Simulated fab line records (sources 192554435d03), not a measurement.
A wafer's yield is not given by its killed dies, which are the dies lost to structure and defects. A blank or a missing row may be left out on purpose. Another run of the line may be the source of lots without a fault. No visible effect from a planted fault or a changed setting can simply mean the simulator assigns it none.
fab line records || flow n5-finfet
[record] {"lots": 4, "wafers": 11, "last-day": 16}
route steps=1938 shown DUMMY_GATE@248 SPACER0@258 SD_EPI_N@262 BEOL_M4@1111
lots that met no fault: taken from a fault-free run of the same line
start-h: hours from the record's opening day to when the first of the lot's shown wafers began || wait-h: time in hours since the lot's previous step || " unchanged from the row above || L1.1+2: a row that stands for several wafers || - either no value or no given start || * or withheld: withheld || < > ~ a bound
route shown NAME@n: NAME is a module with steps in the file, n the number in the route of the first one || usual: average and standard deviation across the fault-free wafers || same: alike in all rows || chamber/n: place in a boat || sites: readings site by site || _std_site: how widely they spread, as a standard deviation || _edge_site: mean of outer sites minus mean of inner sites || radius-mm: for every site, how far away it sits from the centre of the wafer || mask NAME#n: copy n || behind: the most recent tool/chamber to have shaped the wafer || hold: what put the lot on hold/how long, in hours/how the hold closed || device: the transistor (n, p or np) that didn't switch || end of line: tests of these same wafers at the route's end || where a step has no rows: the recipe by itself || killed: not the wafer's yield, but the dies lost to structure and defects at the first sort || map: a wafer's dies, marking killed ones x, the rest . and places with no die _
set.NAME: the run value of the setting; set.NAME@STEP: its run value at that earlier step || model.NAME: the simulator's own value behind a step, which no gauge read
lots seen at some steps along the route; tables by step, rows by wafer
services: a tool's chamber out of use, with start hour (start-h, from the record's first day; less than 0 if before it), hours out, and reason
[[steps]]
[step N5_DUMMY_GATE_ETCH_44]
[recipe] {"chemistry": "HBr/O2", "over-etch-frac": 0.7, "target-depth-a": 1275, "stop-on": "SiO2", "ion-energy-ev": 60, "bias-w": 20, "target": "poly-Si", "mask-material": "SiO2", "pressure-mtorr": 20, "icp-w": 400, "HBr_flow_sccm": 120, "O2_flow_sccm": 10}
[step N5_DUMMY_GATE_ETCH_42]
[recipe] {"chemistry": "CHF3/O2", "target": "SiO2", "target-depth-a": 35, "time-s": 31, "ion-energy-ev": 30, "bias-w": 12, "pressure-mtorr": 30, "source-w": 600, "Ar_flow_sccm": 200, "CHF3_flow_sccm": 50, "O2_flow_sccm": 5}
[step N5_DUMMY_GATE_STRIP_48]
[recipe] {"chemistry": "N2/H2", "time-s": 20, "power-w": 100, "temp-c": 40, "pressure-mtorr": 100, "rf-frequency-hz": 6e+07, "bias-power-w": 3, "n2-flow-sccm": 300, "h2-flow-sccm": 300}
[step N5_DUMMY_GATE_PRECLEAN_33]
[recipe] {"chemistry": "dHF", "time-s": 10, "dilution": "750:1", "temp-c": 25}
[step N5_DUMMY_GATE_PRECLEAN_25]
[recipe] {"chemistry": "O3/DIW", "time-s": 45, "temp-c": 22, "o3-ppm": 10}
[step N5_DUMMY_GATE_PRECLEAN_51]
[recipe] {"chemistry": "SC2", "time-s": 45, "temp-c": 35, "mix": "1:1:50"}
[step N5_DUMMY_GATE_SRD_26]
[recipe] {"dry": "ipa-marangoni", "time-s": 30, "temp-c": 23, "rinse-liquid": "diw"}
[step N5_DUMMY_GATE_UV_OZONE_45]
[recipe] {"time-s": 120, "pressure-torr": 760, "temp-c": 25}
[step N5_SPACER0_ALD_07]
[recipe] {"material": "SiNx", "target-thk-a": 20, "temp-c": 400, "ald-precursor-family": "SiH2I2", "ald-co-reactant": "N2/H2-plasma", "pressure-torr": 2}
[step N5_SPACER0_ALD_00]
[recipe] {"material": "SiOCN", "target-thk-a": 35, "temp-c": 400, "ald-precursor-family": "alkyl-aminosilane", "ald-co-reactant": "O2/N2-plasma", "pulse-time-s": 3, "purge-time-s": 2, "co-reactant-purge-time-s": 2, "ald-cycles": 58, "pressure-torr": 2}
[step N5_SPACER0_ALD_08]
[recipe] {"material": "SiNx", "target-thk-a": 20, "temp-c": 400, "ald-precursor-family": "SiH2I2", "ald-co-reactant": "N2/H2-plasma", "pressure-torr": 2}
[usual] {"heater-power-w": "843/52"}
{"lot.wafer": "L758.1", "tool": "ald-sin-03", "chamber": 0, "start-h": 68.08, "wait-h": 0.1, "heater-power-w": 791, "model.SiNx_of_SPACER0_ALD_08.thk-nm": 2}
{"lot.wafer": "L758.2", "tool": "ald-sin-03", "chamber": 1, "start-h": 68.08, "wait-h": 0.1, "heater-power-w": 919, "model.SiNx_of_SPACER0_ALD_08.thk-nm": 2}
{"lot.wafer": "L758.4", "tool": "ald-sin-03", "chamber": 2, "start-h": 68.08, "wait-h": 0.1, "heater-power-w": 777, "model.SiNx_of_SPACER0_ALD_08.thk-nm": 2}
{"lot.wafer": "L769.4", "tool": "ald-sin-03", "chamber": 3, "start-h": 133.44, "wait-h": 0.1, "heater-power-w": 908, "model.SiNx_of_SPACER0_ALD_08.thk-nm": 1.6}
{"lot.wafer": "L769.6", "tool": "ald-sin-03", "chamber": 3, "start-h": 133.44, "wait-h": 0.1, "heater-power-w": 914, "model.SiNx_of_SPACER0_ALD_08.thk-nm": 2}
{"lot.wafer": "L770.4", "tool": "ald-sin-03", "chamber": 2, "start-h": 139.11, "wait-h": 0.1, "heater-power-w": 811, "model.SiNx_of_SPACER0_ALD_08.thk-nm": 1.6}
{"lot.wafer": "L770.5", "tool": "ald-sin-03", "chamber": 0, "start-h": 139.11, "wait-h": 0.1, "heater-power-w": 799, "model.SiNx_of_SPACER0_ALD_08.thk-nm": 2}
{"lot.wafer": "L770.6", "tool": "ald-sin-03", "chamber": 1, "start-h": 139.11, "wait-h": 0.1, "heater-power-w": 906, "model.SiNx_of_SPACER0_ALD_08.thk-nm": 2}
{"lot.wafer": "L773.4", "tool": "ald-sin-02", "chamber": 3, "start-h": 155.49, "wait-h": 0.1, "heater-power-w": 857, "model.SiNx_of_SPACER0_ALD_08.thk-nm": 2}
{"lot.wafer": "L773.5", "tool": "ald-sin-02", "chamber": 3, "start-h": 155.49, "wait-h": 0.1, "heater-power-w": 838, "model.SiNx_of_SPACER0_ALD_08.thk-nm": 2}
{"lot.wafer": "L773.6", "tool": "ald-sin-02", "chamber": 2, "start-h": 155.49, "wait-h": 0.1, "heater-power-w": 846, "model.SiNx_of_SPACER0_ALD_08.thk-nm": 2}
[step N5_SD_EPI_N_COAT_32]
[recipe] {"resist": "SOC", "temp-c": 250, "time-s": 60, "spin-rpm": 1500, "resist-thk-nm": 350}
[step N5_SD_EPI_N_COAT_33]
[recipe] {"resist": "SiARC", "temp-c": 220, "time-s": 60, "spin-rpm": 1500, "resist-thk-nm": 35}
[step N5_SD_EPI_N_COAT_03]
[recipe] {"resist": "CAR-ArF-block", "spin-rpm": 1500, "resist-thk-nm": 150}
[step N5_SD_EPI_N_EBR_05]
[recipe] {"solvent": "PGMEA", "ebr-width-mm": 1.5}
[step N5_SD_EPI_N_SOFTBAKE_04]
[recipe] {"temp-c": 110, "time-s": 60, "resist": "CAR-ArF-block"}
[step N5_SD_EPI_N_EXPOSE_06]
[recipe] {"mask-id": "SD_N_BLK", "na": 1.35, "source-shape": "conventional", "sigma-outer": 0.8, "polarization": "unpolarized", "target-cd-nm": 120, "dose-mj": 39.75}
[step N5_SD_EPI_N_PEB_07]
[recipe] {"peb-temp-c": 110, "peb-time-s": 60, "resist": "CAR-ArF-block"}
[step N5_SD_EPI_N_DEVELOP_08]
[recipe] {"develop-time-s": 30, "developer": "TMAH", "resist": "CAR-ArF-block", "dev-temp-c": 23, "rinse-liquid": "diw", "dry": "air-spin"}
[step N5_SD_EPI_N_DESCUM_14]
[recipe] {"chemistry": "O2", "time-s": 7.9, "source-power-w": 50, "bias-power-w": 20, "pressure-mtorr": 20, "rf-frequency-hz": 2.712e+07, "temp-c": 40, "resist": "CAR-ArF-block", "o2-flow-sccm": 225}
[step N5_SD_EPI_N_ETCH_34]
[recipe] {"chemistry": "CF4", "target": "SiARC", "target-depth-a": 455, "mask-material": "CAR-ArF-block", "time-s": 75.8, "ion-energy-ev": 80, "pressure-mtorr": 40, "source-w": 545, "bias-w": 36, "Ar_flow_sccm": 100, "cf4-flow-sccm": 100, "ends": "cleared"}
[step N5_SD_EPI_N_ETCH_35]
[recipe] {"chemistry": "N2/H2", "target": "SOC", "overetch-a": 1080, "mask-material": "SiARC", "temp-c": 40, "ion-energy-ev": 100, "source-w": 3000, "bias-w": 133, "pressure-mtorr": 20, "time-s": 486, "n2-flow-sccm": 200, "h2-flow-sccm": 200}
[step N5_SD_EPI_N_STRIP_36]
[recipe] {"chemistry": "N2/H2", "temp-c": 40, "n2-flow-sccm": 200, "h2-flow-sccm": 200, "rf-frequency-hz": 6e+07}
[step N5_SD_EPI_N_ETCHBACK_44]
[recipe] {"chemistry": "CH3F/O2", "mode": "anisotropic-etchback", "target": "SiNx", "target-depth-a": 145, "stop-on": "SiO2", "over-etch-frac": 0.3, "ion-energy-ev": 120, "pressure-mtorr": 30, "source-w": 395, "bias-w": 73, "Ar_flow_sccm": 150, "CH3F_flow_sccm": 30, "O2_flow_sccm": 20}
[step N5_SD_EPI_N_ETCH_45]
[recipe] {"chemistry": "CH3F/O2", "target": "SiOCN", "target-depth-a": 60, "mask-material": "SOC", "ion-energy-ev": 60, "bias-w": 29, "pressure-mtorr": 15, "source-w": 410, "Ar_flow_sccm": 150, "CH3F_flow_sccm": 30, "O2_flow_sccm": 20}
[step N5_SD_EPI_N_ETCH_16]
[recipe] {"chemistry": "CHF3/O2", "target": "SiO2", "target-depth-a": 50, "mask-material": "SOC", "pressure-mtorr": 30, "source-w": 650, "bias-w": 170, "Ar_flow_sccm": 200, "CHF3_flow_sccm": 50, "O2_flow_sccm": 5, "ion-energy-ev": 200}
[step N5_SD_EPI_N_STRIP_47]
[recipe] {"chemistry": "CHF3/O2", "resist": "SiARC", "rf-frequency-hz": 6e+07}
[step N5_SD_EPI_N_SD_RECESS_17]
[recipe] {"chemistry": "HBr/Cl2/O2", "target-depth-a": 410, "mask-material": "SOC", "time-s": 23.7, "bt-time-s": 3, "pressure-mtorr": 10, "icp-w": 800, "bias-w": 112, "HBr_flow_sccm": 150, "Cl2_flow_sccm": 80, "O2_flow_sccm": 12}
[step N5_SD_EPI_N_STRIP_38]
[recipe] {"chemistry": "N2/H2", "power-w": 1000, "temp-c": 250, "h2-frac": 0.65, "overash-fraction": 0.3, "pressure-mtorr": "withheld", "n2-flow-sccm": 1750, "h2-flow-sccm": 3250}
[step N5_SD_EPI_N_WET_ETCH_43]
[recipe] {"chemistry": "dHF", "dilution": "withheld", "time-s": 14, "target": "SiO2", "target-depth-a": 15, "temp-c": 25}
{"lot.wafer": "L758.1+2+4", "tool": "wet-bench-01", "chamber": "7,0,1", "start-h": 69.54, "wait-h": "-", "model.SiNx_of_SPACER0_ALD_08.thk-nm": 1.6}
{"lot.wafer": "L769.4", "tool": "wet-bench-04", "chamber": 7, "start-h": 134.95, "wait-h": "-", "model.SiNx_of_SPACER0_ALD_08.thk-nm": 1}
{"lot.wafer": "L769.6", "tool": "wet-bench-04", "chamber": 3, "start-h": 134.95, "wait-h": "-", "model.SiNx_of_SPACER0_ALD_08.thk-nm": 1.6}
{"lot.wafer": "L770.4", "tool": "wet-bench-06", "chamber": 0, "start-h": 140.62, "wait-h": "-", "model.SiNx_of_SPACER0_ALD_08.thk-nm": 1}
{"lot.wafer": "L770.5+6", "tool": "wet-bench-06", "chamber": "3,4", "start-h": 140.62, "wait-h": "-", "model.SiNx_of_SPACER0_ALD_08.thk-nm": 1.6}
{"lot.wafer": "L773.4+5+6", "tool": "wet-bench-04", "chamber": "1,3,4", "start-h": 156.88, "wait-h": "-", "model.SiNx_of_SPACER0_ALD_08.thk-nm": 1.6}
[step N5_SD_EPI_N_STRIP_18]
[recipe] {"chemistry": "SPM", "time-s": 750, "temp-c": 130, "h2so4-h2o2-vol-ratio": 4}
[step N5_SD_EPI_N_SRD_20]
[recipe] {"dry": "ipa-marangoni", "do-ppb": 5, "time-s": 30, "temp-c": 23, "rinse-liquid": "diw"}
[step N5_SD_EPI_N_PRECLEAN_48]
[recipe] {"chemistry": "NF3:NH3", "afs-cycles": 2, "temp-c": 30, "time-s": 20, "sublimation-temp-c": 180, "sublimation-time-s": 60, "pressure-torr": 3, "rf-power-w": 30}
[step N5_SD_EPI_N_VAPOR_ETCH_50]
[recipe] {"chemistry": "HCl", "target": "Si", "temp-c": 775, "time-s": 54, "pressure-torr": 20, "mode": "isotropic"}
[step N5_SD_EPI_N_EPI_21]
[recipe] {"material": "Si:P", "dopant": "P", "temp-c": 680, "pressure-torr": 255, "time-s": 690}
[step N5_BEOL_M4_RC_MEAS_101]
[usual] {"DIBL_N": "36.4/1.7", "DIBL_P": "36.4/2.1", "IOFF_N": "0.16/0.035", "IOFF_P": "0.21/0.035", "ION_N": "680/11", "ION_P": "465/6.8", "REXT_N": "75.2/1.7", "REXT_P": "99.9/2.6", "SS_N": "71.5/0.58", "SS_P": "73.2/0.72", "VT_N": "249/3.6", "VT_P": "-250/3.1"}
{"lot.wafer": "L758.1", "tool": "prober-01", "chamber": 0, "start-h": 191.17, "wait-h": 0.0, "DIBL_N[mV/V]": 33.8, "DIBL_P[mV/V]": 33.2, "IOFF_N[nA/um]": 0.13, "IOFF_P[nA/um]": 0.16, "ION_N[uA/um]": 675, "ION_P[uA/um]": 458, "REXT_N[ohm.um]": 74.8, "REXT_P[ohm.um]": 103.0, "SS_N[mV/dec]": 71.6, "SS_P[mV/dec]": 72.6, "VT_N[mV]": 252, "VT_P[mV]": -253}
{"lot.wafer": "L758.2", "tool": "prober-01", "chamber": 0, "start-h": 191.17, "wait-h": 0.0, "DIBL_N[mV/V]": 35.7, "DIBL_P[mV/V]": 36.7, "IOFF_N[nA/um]": 0.18, "IOFF_P[nA/um]": 0.22, "ION_N[uA/um]": 687, "ION_P[uA/um]": 463, "REXT_N[ohm.um]": 76.6, "REXT_P[ohm.um]": 104.9, "SS_N[mV/dec]": 71.3, "SS_P[mV/dec]": 73.2, "VT_N[mV]": 251, "VT_P[mV]": -249}
{"lot.wafer": "L758.4", "tool": "prober-01", "chamber": 0, "start-h": 191.17, "wait-h": 0.0, "DIBL_N[mV/V]": 39.0, "DIBL_P[mV/V]": 38.9, "IOFF_N[nA/um]": 0.27, "IOFF_P[nA/um]": 0.27, "ION_N[uA/um]": 704, "ION_P[uA/um]": 467, "REXT_N[ohm.um]": 75.1, "REXT_P[ohm.um]": 104.0, "SS_N[mV/dec]": 73.1, "SS_P[mV/dec]": 73.9, "VT_N[mV]": 243, "VT_P[mV]": -246}
{"lot.wafer": "L769.4", "tool": "prober-01", "chamber": 0, "start-h": 256.83, "wait-h": 0.5, "DIBL_N[mV/V]": 38.3, "DIBL_P[mV/V]": 39.0, "IOFF_N[nA/um]": 0.18, "IOFF_P[nA/um]": 0.24, "ION_N[uA/um]": 692, "ION_P[uA/um]": 478, "REXT_N[ohm.um]": 71.1, "REXT_P[ohm.um]": 92.1, "SS_N[mV/dec]": 71.2, "SS_P[mV/dec]": 73.7, "VT_N[mV]": 248, "VT_P[mV]": -248}
{"lot.wafer": "L769.6", "tool": "prober-01", "chamber": 0, "start-h": 256.83, "wait-h": 0.5, "DIBL_N[mV/V]": 37.4, "DIBL_P[mV/V]": 38.2, "IOFF_N[nA/um]": 0.16, "IOFF_P[nA/um]": 0.20, "ION_N[uA/um]": 682, "ION_P[uA/um]": 465, "REXT_N[ohm.um]": 75.2, "REXT_P[ohm.um]": 97.5, "SS_N[mV/dec]": 71.3, "SS_P[mV/dec]": 73.6, "VT_N[mV]": 253, "VT_P[mV]": -254}
{"lot.wafer": "L770.4", "tool": "prober-02", "chamber": 0, "start-h": 261.21, "wait-h": 0.5, "DIBL_N[mV/V]": 33.7, "DIBL_P[mV/V]": 33.3, "IOFF_N[nA/um]": 0.12, "IOFF_P[nA/um]": 0.18, "ION_N[uA/um]": 679, "ION_P[uA/um]": 472, "REXT_N[ohm.um]": 69.0, "REXT_P[ohm.um]": 94.1, "SS_N[mV/dec]": 70.8, "SS_P[mV/dec]": 71.9, "VT_N[mV]": 250, "VT_P[mV]": -252}
{"lot.wafer": "L770.5", "tool": "prober-02", "chamber": 0, "start-h": 261.21, "wait-h": 0.5, "DIBL_N[mV/V]": 33.8, "DIBL_P[mV/V]": 34.0, "IOFF_N[nA/um]": 0.12, "IOFF_P[nA/um]": 0.16, "ION_N[uA/um]": 668, "ION_P[uA/um]": 455, "REXT_N[ohm.um]": 72.7, "REXT_P[ohm.um]": 100.6, "SS_N[mV/dec]": 70.9, "SS_P[mV/dec]": 72.2, "VT_N[mV]": 253, "VT_P[mV]": -256}
{"lot.wafer": "L770.6", "tool": "prober-02", "chamber": 0, "start-h": 261.21, "wait-h": 0.5, "DIBL_N[mV/V]": 33.3, "DIBL_P[mV/V]": 34.3, "IOFF_N[nA/um]": 0.13, "IOFF_P[nA/um]": 0.17, "ION_N[uA/um]": 671, "ION_P[uA/um]": 464, "REXT_N[ohm.um]": 73.2, "REXT_P[ohm.um]": 99.6, "SS_N[mV/dec]": 70.7, "SS_P[mV/dec]": 72.3, "VT_N[mV]": 251, "VT_P[mV]": -252}
{"lot.wafer": "L773.4", "tool": "prober-02", "chamber": 0, "start-h": 279.37, "wait-h": 0.5, "DIBL_N[mV/V]": 36.5, "DIBL_P[mV/V]": 36.7, "IOFF_N[nA/um]": 0.16, "IOFF_P[nA/um]": 0.20, "ION_N[uA/um]": 685, "ION_P[uA/um]": 468, "REXT_N[ohm.um]": 72.7, "REXT_P[ohm.um]": 100.3, "SS_N[mV/dec]": 72.0, "SS_P[mV/dec]": 73.7, "VT_N[mV]": 247, "VT_P[mV]": -250}
{"lot.wafer": "L773.5", "tool": "prober-02", "chamber": 0, "start-h": 279.37, "wait-h": 0.5, "DIBL_N[mV/V]": 34.5, "DIBL_P[mV/V]": 34.0, "IOFF_N[nA/um]": 0.12, "IOFF_P[nA/um]": 0.15, "ION_N[uA/um]": 672, "ION_P[uA/um]": 455, "REXT_N[ohm.um]": 72.9, "REXT_P[ohm.um]": 100.4, "SS_N[mV/dec]": 71.4, "SS_P[mV/dec]": 73.0, "VT_N[mV]": 254, "VT_P[mV]": -255}
{"lot.wafer": "L773.6", "tool": "prober-02", "chamber": 0, "start-h": 279.37, "wait-h": 0.5, "DIBL_N[mV/V]": 37.0, "DIBL_P[mV/V]": 37.9, "IOFF_N[nA/um]": 0.17, "IOFF_P[nA/um]": 0.21, "ION_N[uA/um]": 676, "ION_P[uA/um]": 461, "REXT_N[ohm.um]": 72.8, "REXT_P[ohm.um]": 100.5, "SS_N[mV/dec]": 71.5, "SS_P[mV/dec]": 73.7, "VT_N[mV]": 249, "VT_P[mV]": -252}
[[services]]
{"tool": "ald-sin-02", "chamber": "-", "start-h": 85.48, "hours": 14.0, "kind": "pm"}
{"tool": "ald-sin-02", "chamber": 0, "start-h": 85.48, "hours": 14.0, "kind": "vent-cycle"}
{"tool": "ald-sin-02", "chamber": 1, "start-h": 85.48, "hours": 14.0, "kind": "vent-cycle"}
{"tool": "ald-sin-02", "chamber": 2, "start-h": 85.48, "hours": 14.0, "kind": "vent-cycle"}
{"tool": "ald-sin-02", "chamber": 3, "start-h": 85.48, "hours": 14.0, "kind": "vent-cycle"}
{"tool": "ald-sin-02", "chamber": 0, "start-h": 99.48, "hours": "-", "kind": "clean"}
{"tool": "ald-sin-02", "chamber": 1, "start-h": 99.48, "hours": "-", "kind": "clean"}
{"tool": "ald-sin-02", "chamber": 2, "start-h": 99.48, "hours": "-", "kind": "clean"}
{"tool": "ald-sin-02", "chamber": 3, "start-h": 99.48, "hours": "-", "kind": "clean"}
[[key]]
[first-sign] {"step": "N5_BEOL_M4_RC_MEAS_101", "reading": "REXT_N", "direction": "down", "sigmas": 3, "usual": 75.2, "struck": 70.1}
[effect] {"step": "N5_BEOL_M4_RC_MEAS_101", "reading": "REXT_P", "direction": "down", "sigmas": 2.6, "usual": 99.9, "struck": 93.1}
[model-effect] {"step": "N5_SPACER0_ALD_08", "value": "SiNx_of_SPACER0_ALD_08.thk-nm", "without": 2, "struck": 1.6}
[model-effect] {"step": "N5_SD_EPI_N_WET_ETCH_43", "value": "SiNx_of_SPACER0_ALD_08.thk-nm", "without": 1.6, "struck": 1}
met-at N5_SPACER0_ALD_08
struck-wafers L769.4,L770.4
onset-between 68.08 133.44
[fault] {"kind": "process-parameter-drift", "tool": "ald-sin-03", "chamber": "-", "onset-h": 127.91, "steps": "N5_SPACER0_ALD_08", "channel": "target-thk-a", "offset": "*", "shape": "step", "end-h": 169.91, "scope": "struck-wafers-only", "acts-in": "*", "stated": "*"}
